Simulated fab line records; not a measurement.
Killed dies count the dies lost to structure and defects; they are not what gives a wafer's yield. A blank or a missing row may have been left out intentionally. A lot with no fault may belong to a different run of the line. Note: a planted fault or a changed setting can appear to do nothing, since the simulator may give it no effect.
fab line records ; flow n5Finfet ; part 2 of 2: steps 5 to 6 of 6
[record] lots = 21; wafers = 63; lastDay = 17
route steps=1938 shown MOL_CONTACT_COAG@615 BEOL_M0_SAQP@653 BEOL_M0@720
lots that met no fault: from a run of the same line without faults
startH: the number of hours between the record's first day and the start of the first shown wafer of the lot ; waitH: how many hours have passed since the lot's step before this one ; " same as the row above ; L1.1+2: several wafers, shown together as one row ; - either no value or no given start ; * or withheld: withheld ; < > ~ a bound
route shown NAME@n: NAME is a module with steps in the file, n the number in the route of the first one ; usual: average and standard deviation across the fault-free wafers ; same: alike in all rows ; chamber/n: place in a boat ; sites: the reading at each site ; _std_site: standard deviation of those values ; _edge_site: mean of outer sites minus mean of inner sites ; radiusMm: for every site, how far away it sits from the centre of the wafer ; mask NAME#n: copy n ; behind: the tool/chamber that last shaped the wafer ; hold: reason for holding the lot/hours on hold/outcome of the hold ; device: whichever transistor did not switch (one of n, p or np) ; end of line: the tests these same wafers got at the end of their route ; a step with no rows: only its recipe ; killed: not the wafer's yield, but the dies lost to structure and defects at the first sort ; map: per-die view of a wafer (x killed, . not killed, _ where there is no die)
set.NAME: the setting as run; set.NAME@STEP: as run at that earlier step ; model.NAME: the simulator's own value behind a step, which no gauge read
a sample of lots followed through the steps of the route, with each step as a table and each wafer as a row
services: a tool's chamber out of use, with start hour (startH, from the record's first day; less than 0 if before it), hours out, and reason
[[steps]]
[step N5_BEOL_M0_SAQP_ETCH_73]
[recipe] chemistry = CF4; target = SiARC; targetDepthA = 195; maskMaterial = CAR-EUV; timeS = 32.5; ionEnergyEv = 80; pressureMtorr = 40; sourceW = 545; biasW = 36; Ar_flow_sccm = 100; cf4FlowSccm = 100; ends = cleared
[usual] cf4FlowSccm = 100.0/0.3; drypumpMotorCurrentA = 5.84/0.23; etchRfOnTimeS = 32.5/0.46; oesProductAu = 0.66/0.072; rfVppV = 183.8/1.2; showerheadPlenumPTorr = 2.14/0.079; throttleValvePct = 15.72/0.22
lot.wafer;tool;chamber;startH;waitH;cf4FlowSccm;drypumpMotorCurrentA;etchRfOnTimeS;oesProductAu;rfHoursCounterH;rfVppV;showerheadPlenumPTorr;throttleValvePct
L075.1;rieDiel-05;3;123.54;0.0;99.6;6.00;33.0;0.64;134;183.1;2.06;15.76
L075.2;rieDiel-05;1;123.54;0.0;100.3;5.69;33.0;0.59;224;183.5;2.13;15.71
L075.4;rieDiel-05;0;123.54;0.0;100.3;5.82;32.3;0.60;209;182.2;2.12;16.01
L076.1;rieDiel-05;2;127.17;0.0;99.8;5.82;31.5;0.76;41;183.8;2.28;15.65
L076.3;rieDiel-05;1;127.17;0.0;100.3;5.67;32.9;0.59;225;184.6;2.13;15.71
L076.5;rieDiel-05;2;127.17;0.0;99.7;5.83;31.7;0.76;-;186.0;2.27;15.64
L077.2;rieDiel-05;3;130.40;0.0;100.4;6.02;32.5;0.65;135;183.7;2.06;15.77
L077.3;rieDiel-05;0;130.40;0.0;100.4;5.81;32.4;0.61;211;183.7;2.12;16.01
L077.4;rieDiel-05;1;130.40;0.0;100.1;5.68;32.8;0.59;226;183.8;2.13;15.69
L078.1;rieDiel-04;1;135.30;0.0;100.2;6.01;32.5;0.73;65;183.5;2.09;15.29
L078.3;rieDiel-04;0;135.30;0.0;99.8;5.57;32.4;0.63;175;183.3;2.06;15.71
L078.5;rieDiel-04;2;135.30;0.0;100.4;5.63;32.1;0.59;-;183.4;2.03;15.75
L079.1;rieDiel-05;0;142.95;0.0;100.5;5.81;32.3;0.60;215;183.9;2.12;16.05
L079.2;rieDiel-05;3;142.95;0.0;99.7;6.00;32.3;0.65;139;183.4;2.06;15.78
L079.4;rieDiel-05;1;142.95;0.0;99.9;5.67;33.1;0.60;230;180.8;2.12;15.72
L080.2;rieDiel-05;0;147.66;0.0;100.5;5.84;32.3;0.60;216;183.4;2.12;16.04
L080.4;rieDiel-05;1;147.66;0.0;99.9;5.67;33.1;0.59;231;183.7;2.12;15.71
L080.5;rieDiel-05;0;147.66;0.0;100.1;5.82;32.5;0.60;-;183.5;2.12;16.04
L081.1;rieDiel-05;2;154.73;0.0;99.9;5.79;32.1;0.76;50;185.1;2.27;15.68
L081.5;rieDiel-05;2;154.73;0.0;100.0;5.80;31.7;0.77;-;185.3;2.27;15.65
L081.6;rieDiel-05;3;154.73;0.0;100.1;5.99;33.0;0.64;-;183.0;2.06;15.78
L082.1;rieDiel-04;3;157.56;0.0;100.3;6.21;33.1;0.64;168;184.3;2.14;15.89
L082.4;rieDiel-04;0;157.56;0.0;100.2;5.54;32.5;0.63;180;182.9;2.06;15.71
L082.6;rieDiel-04;3;157.56;0.0;100.1;6.22;32.6;0.63;-;183.1;2.14;15.91
L083.2;rieDiel-04;0;165.99;0.0;99.5;5.50;32.2;0.62;182;183.2;2.06;15.71
L083.4;rieDiel-04;1;165.99;0.0;100.2;6.03;32.3;0.73;74;182.5;2.08;15.34
L083.6;rieDiel-04;0;165.99;0.0;99.7;5.52;32.5;0.62;-;182.9;2.06;15.72
L084.1;rieDiel-05;2;179.18;0.0;100.4;5.81;32.1;0.75;55;185.0;2.27;15.67
L084.2;rieDiel-05;1;179.18;0.0;99.7;5.67;33.5;0.58;240;182.8;2.12;15.74
L084.3;rieDiel-05;0;179.18;0.0;100.2;5.82;33.0;0.58;226;183.8;2.12;16.05
L085.2;rieDiel-04;3;186.00;0.0;99.8;6.20;32.7;0.63;178;184.9;2.14;15.93
L085.3;rieDiel-04;2;186.00;0.0;99.8;5.64;32.8;0.80;0;185.2;2.29;15.27
L085.6;rieDiel-04;3;186.00;0.0;100.3;6.23;32.9;0.63;-;185.3;2.14;15.92
L086.3;rieDiel-04;1;186.52;0.0;100.4;5.99;32.8;0.71;81;184.3;2.08;15.33
L086.4;rieDiel-04;3;186.52;0.0;100.2;6.20;33.0;0.63;178;184.2;2.14;15.94
L086.6;rieDiel-04;2;186.52;0.0;100.1;5.63;33.2;0.81;-;185.1;2.29;15.27
L087.1;rieDiel-03;0;191.20;0.0;99.9;6.26;32.2;0.62;183;183.6;2.13;15.85
L087.2;rieDiel-03;2;191.20;0.0;99.5;5.71;32.7;0.64;157;185.4;2.22;15.73
L087.5;rieDiel-03;0;191.20;0.0;100.1;6.27;32.1;0.62;-;183.6;2.13;15.86
L088.3;rieDiel-03;2;194.25;0.0;100.4;5.66;33.1;0.64;159;184.0;2.22;15.71
L088.4;rieDiel-03;0;194.25;0.0;100.2;6.25;32.8;0.62;-;185.0;2.12;15.87
L088.6;rieDiel-03;2;194.25;0.0;100.8;5.68;33.0;0.64;-;184.9;2.22;15.72
L089.1;rieDiel-03;3;203.48;0.0;100.3;5.79;31.6;0.84;3;186.9;2.28;15.24
L089.3;rieDiel-03;2;203.48;0.0;99.9;5.67;32.8;0.64;162;184.1;2.21;15.73
L089.4;rieDiel-03;0;203.48;0.0;100.1;6.26;32.6;0.61;187;182.4;2.12;15.87
L092.1;rieDiel-03;1;221.31;0.0;100.3;5.63;32.2;0.64;186;182.9;2.06;15.82
L092.2;rieDiel-03;3;221.31;0.0;100.0;5.77;31.8;0.83;8;185.9;2.27;15.25
L092.5;rieDiel-03;3;221.31;0.0;100.4;5.80;31.5;0.83;-;184.8;2.27;15.25
L093.1;rieDiel-05;0;224.28;0.0;99.6;5.82;32.6;0.59;241;183.3;2.11;16.07
L093.3;rieDiel-05;3;224.28;0.0;100.0;6.01;32.7;0.63;166;181.9;2.05;15.85
L093.4;rieDiel-05;0;224.28;0.0;100.4;5.82;32.5;0.58;-;186.1;2.11;16.07
L095.1;rieDiel-03;0;237.40;0.0;99.5;6.28;32.4;0.61;197;184.0;2.12;15.87
L095.2;rieDiel-03;2;237.40;0.0;99.8;5.69;32.8;0.63;171;184.4;2.21;15.74
L095.3;rieDiel-03;1;237.40;0.0;99.8;5.55;32.7;0.62;191;183.6;2.06;15.83
L094.2;rieDiel-05;1;241.51;0.0;99.5;5.67;32.7;0.83;3;183.2;2.12;15.26
L094.3;rieDiel-05;0;241.51;0.0;100.7;5.81;32.4;0.58;247;183.3;2.11;16.11
L094.6;rieDiel-05;0;241.51;0.0;100.5;5.80;32.6;0.57;-;184.7;2.11;16.10
L096.1;rieDiel-04;1;245.56;0.0;99.9;6.01;32.6;0.70;96;183.6;2.08;15.36
L096.4;rieDiel-04;2;245.56;0.0;99.7;5.62;33.0;0.76;16;184.8;2.28;15.29
L096.5;rieDiel-04;1;245.56;0.0;100.4;6.02;32.6;0.70;-;183.4;2.08;15.35
L097.2;rieDiel-03;3;247.82;0.0;100.2;5.76;31.8;0.79;17;185.7;2.27;15.27
L097.4;rieDiel-03;2;247.82;0.0;100.0;5.71;32.7;0.63;175;185.4;2.21;15.76
L097.5;rieDiel-03;0;247.82;0.0;99.5;6.25;32.3;0.61;-;182.7;2.12;15.89
[step N5_BEOL_M0_ETCH_128]
[recipe] chemistry = CF4/N2; targetDepthA = 120; overetchA = 51; target = SiCN; timeS = 21.4; ionEnergyEv = 150; pressureMtorr = 40; sourceW = 430; biasW = 70; Ar_flow_sccm = 100; cf4FlowSccm = 60; n2FlowSccm = 60
[usual] cf4FlowSccm = 59.99/0.19; drypumpMotorCurrentA = 5.7/0.47; oesProductAu = 0.56/0.055; rfVppV = 382.5/2.1; showerheadPlenumPTorr = 2.22/0.08; throttleValvePct = 15.38/0.22
lot.wafer;tool;chamber;startH;waitH;cf4FlowSccm;drypumpMotorCurrentA;oesProductAu;rfHoursCounterH;rfVppV;showerheadPlenumPTorr;throttleValvePct
L075.1;rieDiel-06;0;126.97;0.0;60.02;5.7;0.59;40;385.3;2.34;15.19
L075.2;rieDiel-06;3;126.97;0.0;60.04;5.5;0.55;72;379.5;2.14;15.46
L075.4;rieDiel-06;3;126.97;0.0;60.08;5.6;0.56;-;383.3;2.14;15.46
L076.1;rieDiel-06;2;130.04;0.7;59.88;5.6;0.48;194;382.8;2.27;15.82
L076.3;rieDiel-06;0;130.04;0.7;59.95;5.7;0.60;41;384.2;2.34;15.17
L076.5;rieDiel-06;3;130.04;0.7;60.43;5.6;0.56;-;380.6;2.14;15.44
L077.2;rieDiel-02;1;133.25;0.0;59.90;6.4;0.54;133;381.6;2.14;15.28
L077.3;rieDiel-02;0;133.25;0.0;59.59;5.5;0.62;21;386.9;2.35;15.26
L077.4;rieDiel-02;2;133.25;0.0;59.82;5.8;0.65;4;384.8;2.27;15.26
L078.1;rieDiel-01;3;137.26;0.0;60.28;5.4;0.63;22;382.1;2.16;15.16
L078.3;rieDiel-01;0;137.26;0.0;60.07;4.7;0.50;186;382.8;2.19;15.36
L078.5;rieDiel-01;3;137.26;0.0;60.28;5.4;0.63;-;380.5;2.16;15.12
L079.1;rieDiel-01;1;146.36;0.4;59.86;5.0;0.51;164;380.3;2.12;15.82
L079.2;rieDiel-01;0;146.36;0.4;60.07;4.7;0.50;190;381.1;2.19;15.37
L079.4;rieDiel-01;2;146.36;0.4;60.02;6.2;0.47;250;383.8;2.27;15.72
L080.2;rieDiel-02;0;150.47;0.0;59.88;5.5;0.61;27;385.9;2.35;15.28
L080.4;rieDiel-02;2;150.47;0.0;59.75;5.8;0.63;-;385.5;2.27;15.26
L080.5;rieDiel-02;1;150.47;0.0;59.74;6.3;0.54;-;380.8;2.14;15.31
L081.1;rieDiel-01;0;156.93;0.0;60.43;4.7;0.49;195;381.6;2.18;15.39
L081.5;rieDiel-01;3;156.93;0.0;60.20;5.4;0.61;-;379.5;2.15;15.14
L081.6;rieDiel-01;0;156.93;0.0;59.83;4.7;0.50;-;382.5;2.18;15.37
L082.1;rieDiel-06;2;160.03;0.1;59.89;5.6;0.48;204;385.8;2.27;15.84
L082.4;rieDiel-06;3;160.03;0.1;59.91;5.5;0.55;84;380.8;2.14;15.48
L082.6;rieDiel-06;0;160.03;0.1;60.15;5.7;0.58;-;385.7;2.33;15.21
L083.2;rieDiel-02;2;168.81;0.3;60.00;5.8;0.61;18;383.0;2.27;15.28
L083.4;rieDiel-02;2;168.81;0.3;60.00;5.8;0.62;-;385.1;2.27;15.27
L083.6;rieDiel-02;0;168.81;0.3;59.92;5.5;0.61;-;384.1;2.35;15.31
L084.1;rieDiel-02;0;181.79;0.5;59.66;5.5;0.60;38;384.5;2.35;15.29
L084.2;rieDiel-02;2;181.79;0.5;60.00;5.7;0.60;23;383.9;2.26;15.29
L084.3;rieDiel-02;3;181.79;0.5;59.91;6.1;0.68;4;380.3;2.17;15.31
L085.2;rieDiel-02;0;188.27;0.0;60.02;5.5;0.61;40;384.5;2.35;15.29
L085.3;rieDiel-02;1;188.27;0.0;60.27;6.3;0.52;152;379.0;2.13;15.34
L085.6;rieDiel-02;3;188.27;0.0;59.89;6.1;0.67;-;382.1;2.17;15.31
L087.1;rieDiel-02;0;193.88;0.0;60.16;5.5;0.59;43;385.2;2.35;15.31
L087.2;rieDiel-02;1;193.88;0.0;60.08;6.3;0.52;154;380.2;2.13;15.31
L087.5;rieDiel-02;2;193.88;0.0;60.09;5.8;0.60;-;382.8;2.26;15.29
L086.3;rieDiel-06;3;193.95;0.0;59.96;5.5;0.54;97;379.6;2.14;15.51
L086.4;rieDiel-06;2;193.95;0.0;59.99;5.5;0.48;215;383.6;2.27;15.86
L086.6;rieDiel-06;1;193.95;0.0;60.12;6.3;0.61;-;381.3;2.16;15.14
L088.3;rieDiel-06;3;197.73;0.0;59.79;5.6;0.54;98;380.7;2.14;15.50
L088.4;rieDiel-06;2;197.73;0.0;59.91;5.6;0.48;217;382.5;2.27;15.86
L088.6;rieDiel-06;0;197.73;0.0;60.32;5.7;0.58;-;383.7;2.33;15.23
L089.1;rieDiel-01;0;208.17;0.0;59.92;4.7;0.49;212;382.4;2.18;15.40
L089.3;rieDiel-01;1;208.17;0.0;60.28;5.0;0.49;187;377.7;2.11;15.87
L089.4;rieDiel-01;3;208.17;0.0;60.03;5.4;0.60;43;380.9;2.15;15.18
L092.1;rieDiel-02;0;223.91;0.4;60.40;5.5;0.59;54;383.9;2.34;15.34
L092.2;rieDiel-02;3;223.91;0.4;60.00;6.1;0.63;20;382.0;2.16;15.32
L092.5;rieDiel-02;3;223.91;0.4;59.82;6.1;0.63;-;380.7;2.16;15.34
L093.1;rieDiel-01;0;228.29;1.6;59.68;4.7;0.49;221;381.4;2.18;15.43
L093.3;rieDiel-01;3;228.29;1.6;59.98;5.4;0.60;51;382.6;2.15;15.20
L093.4;rieDiel-01;2;228.29;1.6;59.99;6.2;0.62;24;384.5;2.26;15.27
L095.1;rieDiel-02;1;239.46;0.1;60.05;6.3;0.52;172;379.7;2.13;15.36
L095.2;rieDiel-02;2;239.46;0.1;59.79;5.8;0.58;44;382.5;2.26;15.33
L095.3;rieDiel-02;0;239.46;0.1;60.29;5.5;0.59;61;385.8;2.34;15.34
L094.2;rieDiel-06;0;243.56;0.0;60.20;5.7;0.55;77;385.2;2.32;15.24
L094.3;rieDiel-06;1;243.56;0.0;59.97;6.3;0.60;36;380.8;2.16;15.19
L094.6;rieDiel-06;0;243.56;0.0;60.14;5.7;0.55;-;385.3;2.33;15.25
L096.1;rieDiel-02;1;247.57;0.0;59.89;6.3;0.51;175;379.3;2.13;15.37
L096.4;rieDiel-02;3;247.57;0.0;59.76;6.1;0.62;32;380.5;2.16;15.33
L096.5;rieDiel-02;2;247.57;0.0;59.97;5.8;0.58;-;384.1;2.26;15.33
L097.2;rieDiel-01;0;252.23;0.1;60.01;4.7;0.48;231;381.0;2.17;15.48
L097.4;rieDiel-01;0;252.23;0.1;59.96;4.7;0.48;-;383.3;2.17;15.46
L097.5;rieDiel-01;1;252.23;0.1;60.11;5.0;0.48;-;379.8;2.10;15.90
[[services]]
tool;chamber;startH;hours;kind
rieDiel-02;2;96.77;1.5;repair
rieDiel-05;-;97.29;2.8;pm
rieDiel-02;2;101.58;-;clean
rieDiel-02;2;101.58;-;consumableReplace:focusRing
rieDiel-02;2;101.58;20.0;scheduledDown
rieDiel-02;2;101.58;20.0;ventCycle
rieDiel-01;3;130.35;4.5;repair
rieDiel-02;3;148.32;-;clean
rieDiel-02;3;148.32;-;consumableReplace:focusRing
rieDiel-01;-;148.96;0.1;repair
rieDiel-05;2;156.09;5.9;repair
rieDiel-02;1;158.46;5.5;repair
rieDiel-03;-;158.81;0.4;repair
rieDiel-05;1;210.42;-;clean
rieDiel-05;1;210.42;-;consumableReplace:focusRing
rieDiel-05;1;210.42;23.2;scheduledDown
rieDiel-05;1;210.42;23.2;ventCycle
rieDiel-06;-;215.62;15.6;pm
rieDiel-04;-;234.11;1.7;repair
rieDiel-02;2;235.45;2.4;repair
rieDiel-01;3;246.14;18.9;repair
rieDiel-04;0;248.92;19.3;repair
rieDiel-05;0;250.22;-;clean
rieDiel-05;0;250.22;-;consumableReplace:focusRing
